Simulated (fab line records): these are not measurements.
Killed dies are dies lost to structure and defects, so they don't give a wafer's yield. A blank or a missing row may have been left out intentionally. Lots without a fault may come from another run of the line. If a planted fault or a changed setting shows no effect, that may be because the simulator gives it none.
Which tool was responsible? + flow nand_harc + Sampling: 24 lots, 72 wafers, 6 of 1302 route steps

## WHAT THE GAUGES SHOWED, per wafer
The record lacks any reading of a measuring or inspecting step that a usual standard deviation could be used to judge.

## TOOL THAT RAN EACH LOT (tool first, then ch and the chambers of the sampled wafers, then the start)
| lot  | NHARC_A_CHANNEL_FILL_D2_ALD_16   | NHARC_A_STAIRCASE_DESCUM_11        | NHARC_A_STAIRCASE_ETCH_13      | NHARC_A_STAIRCASE_TRIM_14      | NHARC_A_STAIRCASE_ETCH_25      | NHARC_A_STAIRCASE_ETCH_190     |
|------|----------------------------------|------------------------------------|--------------------------------|--------------------------------|--------------------------------|--------------------------------|
| L074 | ald_hk-04 ch 1,2, day 13 22:15   | rie_diel-06 ch 2,3, day 15 13:28   | rie_diel-06 ch 0,1,2, no start | rie_diel-06 ch 2,3, no start   | rie_diel-13 ch 0,3, no start   | rie_diel-01 ch 1,2, no start   |
| L076 | ald_hk-03 ch 0,1,3, day 14 11:19 | rie_diel-06 ch 1,2,3, day 16 02:10 | rie_diel-06 ch 0,1,3, no start | rie_diel-06 ch 0,2,3, no start | rie_diel-06 ch 1,2,3, no start | rie_diel-13 ch 0,1,3, no start |
| L075 | ald_hk-03 ch 0,1, day 14 11:28   | rie_diel-01 ch 1,2,3, day 16 02:01 | rie_diel-01 ch 0,3, no start   | rie_diel-01 ch 1,3, no start   | rie_diel-01 ch 0,2,3, no start | rie_diel-13 ch 0,2, no start   |
| L077 | ald_hk-02 ch 0,1, day 15 06:53   | rie_diel-13 ch 0,2,3, day 16 22:28 | rie_diel-13 ch 2,3, no start   | rie_diel-13 ch 1,2,3, no start | rie_diel-13 ch 1,2,3, no start | rie_diel-13 ch 0,3, no start   |
| L078 | ald_hk-04 ch 1,2,3, day 15 14:47 | rie_diel-01 ch 0,1,3, day 17 05:50 | rie_diel-01 ch 0,1,3, no start | rie_diel-01 ch 0,2,3, no start | rie_diel-13 ch 1,2,3, no start | rie_diel-01 ch 0,2,3, no start |
| L080 | ald_hk-03 ch 1,2,3, day 16 09:35 | rie_diel-01 ch 0,3, day 18 01:13   | rie_diel-01 ch 1,3, no start   | rie_diel-01 ch 0,2, no start   | rie_diel-13 ch 1,2, no start   | rie_diel-13 ch 0,3, no start   |
| L079 | ald_hk-04 ch 0,2,3, day 16 09:35 | rie_diel-06 ch 0,2,3, day 18 00:56 | rie_diel-06 ch 1,2,3, no start | rie_diel-06 ch 1,2,3, no start | rie_diel-06 ch 0,1,2, no start | rie_diel-06 ch 0,1,2, no start |
| L081 | ald_hk-02 ch 0,1, day 17 02:10   | rie_diel-13 ch 0,1, day 18 22:15   | rie_diel-13 ch 1,2,3, no start | rie_diel-13 ch 0,1,2, no start | rie_diel-06 ch 1,3, no start   | rie_diel-01 ch 0,1,2, no start |
| L083 | ald_hk-02 ch 0,1,2, day 17 21:00 | rie_diel-13 ch 0,2,3, day 19 14:20 | rie_diel-13 ch 0,3, no start   | rie_diel-13 ch 1,2, no start   | rie_diel-01 ch 0,1,2, no start | rie_diel-01 ch 0,1, no start   |
| L082 | ald_hk-02 ch 1,2, day 18 01:54   | rie_diel-06 ch 0,2, day 19 14:29   | rie_diel-06 ch 0,2, no start   | rie_diel-06 ch 0,2,3, no start | rie_diel-01 ch 1,2,3, no start | rie_diel-06 ch 0,3, no start   |
| L084 | ald_hk-02 ch 2,3, day 18 12:28   | rie_diel-01 ch 0,2,3, day 20 03:34 | rie_diel-01 ch 0,2,3, no start | rie_diel-01 ch 2,3, no start   | rie_diel-06 ch 0,1,2, no start | rie_diel-13 ch 0,3, no start   |
| L086 | ald_hk-02 ch 0,1, day 18 19:54   | rie_diel-06 ch 0,2,3, day 20 10:13 | rie_diel-06 ch 0,2,3, no start | rie_diel-06 ch 0,3, no start   | rie_diel-13 ch 0,1,2, no start | rie_diel-06 ch 0,1,3, no start |
| L085 | ald_hk-04 ch 1,3, day 18 19:55   | rie_diel-13 ch 0,1,2, day 20 13:45 | rie_diel-13 ch 0,1,2, no start | rie_diel-13 ch 1,2,3, no start | rie_diel-01 ch 0,2,3, no start | rie_diel-01 ch 2,3, no start   |
| L087 | ald_hk-03 ch 2,3, day 19 03:07   | rie_diel-13 ch 0,1,3, day 20 19:38 | rie_diel-13 ch 0,1, no start   | rie_diel-13 ch 1,2,3, no start | rie_diel-13 ch 1,2,3, no start | rie_diel-01 ch 2,3, no start   |
| L089 | ald_hk-02 ch 0,3, day 20 04:32   | rie_diel-06 ch 0,2,3, day 21 21:53 | rie_diel-06 ch 0,2, no start   | rie_diel-06 ch 0,2,3, no start | rie_diel-06 ch 1,2,3, no start | rie_diel-13 ch 0,1,3, no start |
| L088 | ald_hk-03 ch 1,2,3, day 20 04:32 | rie_diel-13 ch 0,1,2, day 21 21:35 | rie_diel-13 ch 1,2,3, no start | rie_diel-13 ch 2,3, no start   | rie_diel-13 ch 1,2,3, no start | rie_diel-06 ch 0,2, no start   |
| L090 | ald_hk-03 ch 0,1,3, day 20 13:01 | rie_diel-06 ch 0,1,3, day 22 09:36 | rie_diel-06 ch 0,1,2, no start | rie_diel-06 ch 1,3, no start   | rie_diel-13 ch 0,1,2, no start | rie_diel-06 ch 0,2,3, no start |
| L093 | ald_hk-02 ch 0,3, day 21 06:40   | rie_diel-13 ch 1,2,3, day 23 01:55 | rie_diel-13 ch 0,1, no start   | rie_diel-13 ch 0,1, no start   | rie_diel-13 ch 0,1,2, no start | rie_diel-13 ch 0,1, no start   |
| L092 | ald_hk-03 ch 0,1,2, day 21 11:37 | rie_diel-01 ch 1,3, day 23 03:47   | rie_diel-01 ch 1,2, no start   | rie_diel-01 ch 2,3, no start   | rie_diel-06 ch 2,3, no start   | rie_diel-13 ch 0,1,3, no start |
| L091 | ald_hk-04 ch 2,3, day 21 11:39   | rie_diel-13 ch 0,1,3, day 23 03:31 | rie_diel-13 ch 0,1, no start   | rie_diel-13 ch 0,1,2, no start | rie_diel-13 ch 0,3, no start   | rie_diel-06 ch 1,2, no start   |
| L094 | ald_hk-04 ch 1,3, day 22 00:11   | rie_diel-01 ch 0,2, day 23 15:05   | rie_diel-01 ch 0,2,3, no start | rie_diel-01 ch 1,2,3, no start | rie_diel-01 ch 1,2, no start   | rie_diel-13 ch 0,1,2, no start |
| L095 | ald_hk-04 ch 0,2,3, day 22 23:02 | rie_diel-06 ch 1,2,3, day 24 13:01 | rie_diel-06 ch 0,1, no start   | rie_diel-06 ch 0,1,3, no start | rie_diel-06 ch 0,1,2, no start | rie_diel-13 ch 0,1,2, no start |
| L096 | ald_hk-04 ch 1,2,3, day 22 23:10 | rie_diel-13 ch 1,2,3, day 24 13:12 | rie_diel-13 ch 0,1,3, no start | rie_diel-13 ch 0,1,3, no start | rie_diel-13 ch 1,2,3, no start | rie_diel-01 ch 0,1,2, no start |
| L097 | ald_hk-02 ch 0,1,3, day 23 09:53 | rie_diel-01 ch 0,1,2, day 25 00:41 | rie_diel-01 ch 0,3, no start   | rie_diel-01 ch 1,2,3, no start | rie_diel-06 ch 0,1,2, no start | rie_diel-01 ch 1,3, no start   |
- NHARC_A_CHANNEL_FILL_D2_ALD_16: deposits SiO2, target thk 1.5 nm, pulse time 10 s, ald cycles 15.
- NHARC_A_STAIRCASE_DESCUM_11: chemistry O2, time 3 s.
- NHARC_A_STAIRCASE_ETCH_13: etches the open film in C4F8/O2, target depth 100 nm, time 40.5 s.
- NHARC_A_STAIRCASE_TRIM_14: chemistry O2, time 211.2 s.
- NHARC_A_STAIRCASE_ETCH_25: etches the open film in C4F8/O2, target depth 100 nm, time 40.5 s.
- NHARC_A_STAIRCASE_ETCH_190: etches the open film in C4F8/O2, target depth 100 nm, time 40.5 s.

## AS READ BY THE TOOLS THEMSELVES (means over the sampled wafers that have a number; for cases with no such wafer, the mark the record gives instead)
NHARC_A_CHANNEL_FILL_D2_ALD_16.
| lot  | tool      | heater_power_w (W) | precursor_pulse_height_rel |
|------|-----------|--------------------|----------------------------|
| L074 | ald_hk-04 | 468                | 1.000                      |
| L076 | ald_hk-03 | 469                | 1.001                      |
| L075 | ald_hk-03 | 441                | 1.001                      |
| L077 | ald_hk-02 | 507                | 0.996                      |
| L078 | ald_hk-04 | 484                | 1.005                      |
| L080 | ald_hk-03 | 488                | 1.030                      |
| L079 | ald_hk-04 | 512                | 1.020                      |
| L081 | ald_hk-02 | 508                | 0.991                      |
| L083 | ald_hk-02 | 487                | 1.030                      |
| L082 | ald_hk-02 | 491                | 1.001                      |
| L084 | ald_hk-02 | 433                | 0.997                      |
| L086 | ald_hk-02 | 511                | 1.007                      |
| L085 | ald_hk-04 | 487                | 1.008                      |
| L087 | ald_hk-03 | 481                | 0.984                      |
| L089 | ald_hk-02 | 482                | 0.996                      |
| L088 | ald_hk-03 | 483                | 1.021                      |
| L090 | ald_hk-03 | 474                | 0.994                      |
| L093 | ald_hk-02 | 449                | 1.006                      |
| L092 | ald_hk-03 | 429                | 1.011                      |
| L091 | ald_hk-04 | 516                | 1.008                      |
| L094 | ald_hk-04 | 479                | 1.003                      |
| L095 | ald_hk-04 | 516                | 1.008                      |
| L096 | ald_hk-04 | 489                | 1.002                      |
| L097 | ald_hk-02 | 470                | 0.983                      |

NHARC_A_STAIRCASE_DESCUM_11.
| lot  | tool        | drypump_motor_current_A (A) | mfc_ar_sccm (sccm) | oes_product_au (a.u.) | rf_vpp_V (V) | showerhead_plenum_p_Torr (Torr) | throttle_valve_pct (%) |
|------|-------------|-----------------------------|--------------------|-----------------------|--------------|---------------------------------|------------------------|
| L074 | rie_diel-06 | 6.0                         | 0.007              | 0.983                 | 58.4         | 1.92                            | 11.311                 |
| L076 | rie_diel-06 | 5.7                         | 0.004              | 0.998                 | 57.7         | 1.87                            | 11.314                 |
| L075 | rie_diel-01 | 5.9                         | 0.004              | 0.995                 | 57.4         | 1.96                            | 11.309                 |
| L077 | rie_diel-13 | 5.6                         | 0.019              | 0.997                 | 58.6         | 1.94                            | 11.306                 |
| L078 | rie_diel-01 | 5.8                         | 0.004              | 0.989                 | 58.9         | 2.01                            | 11.309                 |
| L080 | rie_diel-01 | 5.6                         | 0.001              | 0.987                 | 57.6         | 2.05                            | 11.312                 |
| L079 | rie_diel-06 | 5.6                         | 0.017              | 0.996                 | 57.6         | 1.89                            | 11.299                 |
| L081 | rie_diel-13 | 5.7                         | 0.019              | 0.999                 | 57.5         | 2.00                            | 11.321                 |
| L083 | rie_diel-13 | 5.6                         | 0.019              | 1.003                 | 57.0         | 1.93                            | 11.314                 |
| L082 | rie_diel-06 | 5.9                         | 0.018              | 0.995                 | 57.3         | 1.89                            | 11.305                 |
| L084 | rie_diel-01 | 5.7                         | 0.001              | 0.990                 | 56.6         | 1.99                            | 11.314                 |
| L086 | rie_diel-06 | 5.6                         | 0.017              | 0.994                 | 57.4         | 1.88                            | 11.311                 |
| L085 | rie_diel-13 | 5.6                         | 0.023              | 0.998                 | 58.6         | 1.97                            | 11.308                 |
| L087 | rie_diel-13 | 5.7                         | 0.015              | 0.993                 | 57.8         | 1.97                            | 11.314                 |
| L089 | rie_diel-06 | 5.6                         | 0.017              | 1.000                 | 57.6         | 1.88                            | 11.308                 |
| L088 | rie_diel-13 | 5.6                         | 0.023              | 1.006                 | 57.2         | 1.96                            | 11.312                 |
| L090 | rie_diel-06 | 5.4                         | 0.015              | 1.007                 | 57.8         | 1.93                            | 11.312                 |
| L093 | rie_diel-13 | 5.8                         | 0.028              | 1.002                 | 58.4         | 1.95                            | 11.315                 |
| L092 | rie_diel-01 | 6.1                         | 0.004              | 0.998                 | 59.0         | 1.99                            | 11.324                 |
| L091 | rie_diel-13 | 5.7                         | 0.015              | 0.992                 | 57.4         | 1.96                            | 11.316                 |
| L094 | rie_diel-01 | 5.4                         | 0.000              | 0.989                 | 57.2         | 1.99                            | 11.304                 |
| L095 | rie_diel-06 | 5.7                         | 0.004              | 1.001                 | 58.4         | 1.96                            | 11.307                 |
| L096 | rie_diel-13 | 5.8                         | 0.028              | 1.008                 | 57.9         | 1.95                            | 11.313                 |
| L097 | rie_diel-01 | 5.6                         | 0.003              | 0.998                 | 58.2         | 1.94                            | 11.322                 |

NHARC_A_STAIRCASE_ETCH_13.
| lot  | tool        | oes_product_au (a.u.) | rf_vpp_V (V) |
|------|-------------|-----------------------|--------------|
| L074 | rie_diel-06 | 0.937                 | 891          |
| L076 | rie_diel-06 | 0.956                 | 891          |
| L075 | rie_diel-01 | 0.946                 | 905          |
| L077 | rie_diel-13 | 0.952                 | 898          |
| L078 | rie_diel-01 | 0.935                 | 902          |
| L080 | rie_diel-01 | 0.938                 | 899          |
| L079 | rie_diel-06 | 0.940                 | 893          |
| L081 | rie_diel-13 | 0.950                 | 900          |
| L083 | rie_diel-13 | 0.947                 | 898          |
| L082 | rie_diel-06 | 0.955                 | 893          |
| L084 | rie_diel-01 | 0.929                 | 900          |
| L086 | rie_diel-06 | 0.944                 | 894          |
| L085 | rie_diel-13 | 0.956                 | 899          |
| L087 | rie_diel-13 | 0.917                 | 900          |
| L089 | rie_diel-06 | 0.956                 | 893          |
| L088 | rie_diel-13 | 0.935                 | 899          |
| L090 | rie_diel-06 | 0.955                 | 898          |
| L093 | rie_diel-13 | 0.946                 | 900          |
| L092 | rie_diel-01 | 0.924                 | 895          |
| L091 | rie_diel-13 | 0.931                 | 901          |
| L094 | rie_diel-01 | 0.949                 | 901          |
| L095 | rie_diel-06 | 0.942                 | 895          |
| L096 | rie_diel-13 | 0.941                 | 898          |
| L097 | rie_diel-01 | 0.931                 | 903          |

NHARC_A_STAIRCASE_TRIM_14.
| lot  | tool        | drypump_motor_current_A (A) | mfc_ar_sccm (sccm) | oes_product_au (a.u.) | rf_vpp_V (V) | showerhead_plenum_p_Torr (Torr) | throttle_valve_pct (%) |
|------|-------------|-----------------------------|--------------------|-----------------------|--------------|---------------------------------|------------------------|
| L074 | rie_diel-06 | 5.6                         | 0.006              | 0.994                 | 58.0         | 3.54                            | 17.032                 |
| L076 | rie_diel-06 | 5.6                         | 0.017              | 0.996                 | 57.4         | 3.50                            | 17.039                 |
| L075 | rie_diel-01 | 6.1                         | 0.004              | 0.992                 | 58.5         | 3.69                            | 17.030                 |
| L077 | rie_diel-13 | 5.8                         | 0.028              | 1.005                 | 58.4         | 3.62                            | 17.034                 |
| L078 | rie_diel-01 | 5.7                         | 0.001              | 0.990                 | 58.4         | 3.67                            | 17.032                 |
| L080 | rie_diel-01 | 5.5                         | 0.000              | 0.987                 | 58.3         | 3.58                            | 17.030                 |
| L079 | rie_diel-06 | 5.7                         | 0.004              | 0.996                 | 57.7         | 3.45                            | 17.036                 |
| L081 | rie_diel-13 | 5.6                         | 0.023              | 0.992                 | 58.3         | 3.62                            | 17.039                 |
| L083 | rie_diel-13 | 5.8                         | 0.032              | 1.004                 | 58.0         | 3.67                            | 17.031                 |
| L082 | rie_diel-06 | 5.6                         | 0.017              | 0.997                 | 57.6         | 3.48                            | 17.037                 |
| L084 | rie_diel-01 | 5.9                         | 0.001              | 0.991                 | 57.9         | 3.65                            | 17.027                 |
| L086 | rie_diel-06 | 5.3                         | 0.028              | 1.004                 | 57.2         | 3.43                            | 17.040                 |
| L085 | rie_diel-13 | 5.8                         | 0.028              | 1.008                 | 58.0         | 3.60                            | 17.044                 |
| L087 | rie_diel-13 | 5.8                         | 0.028              | 1.007                 | 58.4         | 3.60                            | 17.039                 |
| L089 | rie_diel-06 | 5.6                         | 0.017              | 1.006                 | 57.5         | 3.47                            | 17.035                 |
| L088 | rie_diel-13 | 5.8                         | 0.024              | 1.019                 | 58.2         | 3.55                            | 17.037                 |
| L090 | rie_diel-06 | 5.4                         | 0.003              | 0.996                 | 57.8         | 3.60                            | 17.045                 |
| L093 | rie_diel-13 | 5.5                         | 0.009              | 0.993                 | 58.3         | 3.62                            | 17.038                 |
| L092 | rie_diel-01 | 5.7                         | 0.001              | 1.009                 | 58.3         | 3.55                            | 17.039                 |
| L091 | rie_diel-13 | 5.6                         | 0.023              | 0.999                 | 58.4         | 3.60                            | 17.036                 |
| L094 | rie_diel-01 | 5.9                         | 0.004              | 0.994                 | 57.3         | 3.57                            | 17.044                 |
| L095 | rie_diel-06 | 5.4                         | 0.015              | 0.999                 | 59.0         | 3.55                            | 17.031                 |
| L096 | rie_diel-13 | 5.7                         | 0.015              | 1.002                 | 57.9         | 3.60                            | 17.045                 |
| L097 | rie_diel-01 | 5.9                         | 0.004              | 0.990                 | 57.2         | 3.57                            | 17.037                 |

NHARC_A_STAIRCASE_ETCH_25.
| lot  | tool        | oes_product_au (a.u.) | rf_vpp_V (V) |
|------|-------------|-----------------------|--------------|
| L074 | rie_diel-13 | 0.953                 | 898          |
| L076 | rie_diel-06 | 0.945                 | 893          |
| L075 | rie_diel-01 | 0.937                 | 901          |
| L077 | rie_diel-13 | 0.947                 | 899          |
| L078 | rie_diel-13 | 0.958                 | 900          |
| L080 | rie_diel-13 | 0.956                 | 902          |
| L079 | rie_diel-06 | 0.946                 | 891          |
| L081 | rie_diel-06 | 0.938                 | 890          |
| L083 | rie_diel-01 | 0.939                 | 897          |
| L082 | rie_diel-01 | 0.929                 | 898          |
| L084 | rie_diel-06 | 0.945                 | 891          |
| L086 | rie_diel-13 | 0.935                 | 900          |
| L085 | rie_diel-01 | 0.926                 | 900          |
| L087 | rie_diel-13 | 0.942                 | 899          |
| L089 | rie_diel-06 | 0.944                 | 899          |
| L088 | rie_diel-13 | 0.950                 | 898          |
| L090 | rie_diel-13 | 0.954                 | 899          |
| L093 | rie_diel-13 | 0.933                 | 899          |
| L092 | rie_diel-06 | 0.922                 | 896          |
| L091 | rie_diel-13 | 0.958                 | 897          |
| L094 | rie_diel-01 | 0.935                 | 897          |
| L095 | rie_diel-06 | 0.928                 | 896          |
| L096 | rie_diel-13 | 0.956                 | 898          |
| L097 | rie_diel-06 | 0.954                 | 897          |

NHARC_A_STAIRCASE_ETCH_190.
| lot  | tool        | oes_product_au (a.u.) | rf_vpp_V (V) |
|------|-------------|-----------------------|--------------|
| L074 | rie_diel-01 | 0.925                 | 896          |
| L076 | rie_diel-13 | 0.930                 | 900          |
| L075 | rie_diel-13 | 0.945                 | 897          |
| L077 | rie_diel-13 | 0.946                 | 898          |
| L078 | rie_diel-01 | 0.933                 | 902          |
| L080 | rie_diel-13 | 0.946                 | 898          |
| L079 | rie_diel-06 | 0.937                 | 890          |
| L081 | rie_diel-01 | 0.941                 | 899          |
| L083 | rie_diel-01 | 0.929                 | 903          |
| L082 | rie_diel-06 | 0.933                 | 894          |
| L084 | rie_diel-13 | 0.940                 | 898          |
| L086 | rie_diel-06 | 0.957                 | 891          |
| L085 | rie_diel-01 | 0.941                 | 897          |
| L087 | rie_diel-01 | 0.927                 | 900          |
| L089 | rie_diel-13 | 0.947                 | 899          |
| L088 | rie_diel-06 | 0.945                 | 893          |
| L090 | rie_diel-06 | 0.925                 | 894          |
| L093 | rie_diel-13 | 0.932                 | 899          |
| L092 | rie_diel-13 | 0.955                 | 900          |
| L091 | rie_diel-06 | 0.940                 | 900          |
| L094 | rie_diel-13 | 0.941                 | 899          |
| L095 | rie_diel-13 | 0.952                 | 898          |
| L096 | rie_diel-01 | 0.944                 | 897          |
| L097 | rie_diel-01 | 0.940                 | 898          |

## THE ANSWER, worked out from the rows above alone
Rule: usual is defined by the lots themselves. The widest of any qualifying gaps counts: lots, ordered by their means at a reading, are off when they make up no more than a third of the lots, leave a main group of 4 or more, and stand apart from it by 3 or more times the standard deviation of that group's means. A main group is skipped when, at the precision printed for the reading in the tables above, its means are all equal. Also off: a lot with no number at a reading for which 4 or more lots have one. Any other lot the step has rows for is counted as sound. After the gauges, taken in route order, come the tools' own readings; for these a lot's mean is taken, as printed above. The first step at which some lot is off is used, and at that step the reading that is off furthest; a lot without a number counts as furthest.
None of the lots is off at any reading shown; this tells nothing.

## WHAT WAS PUT IN BY THE SIMULATOR
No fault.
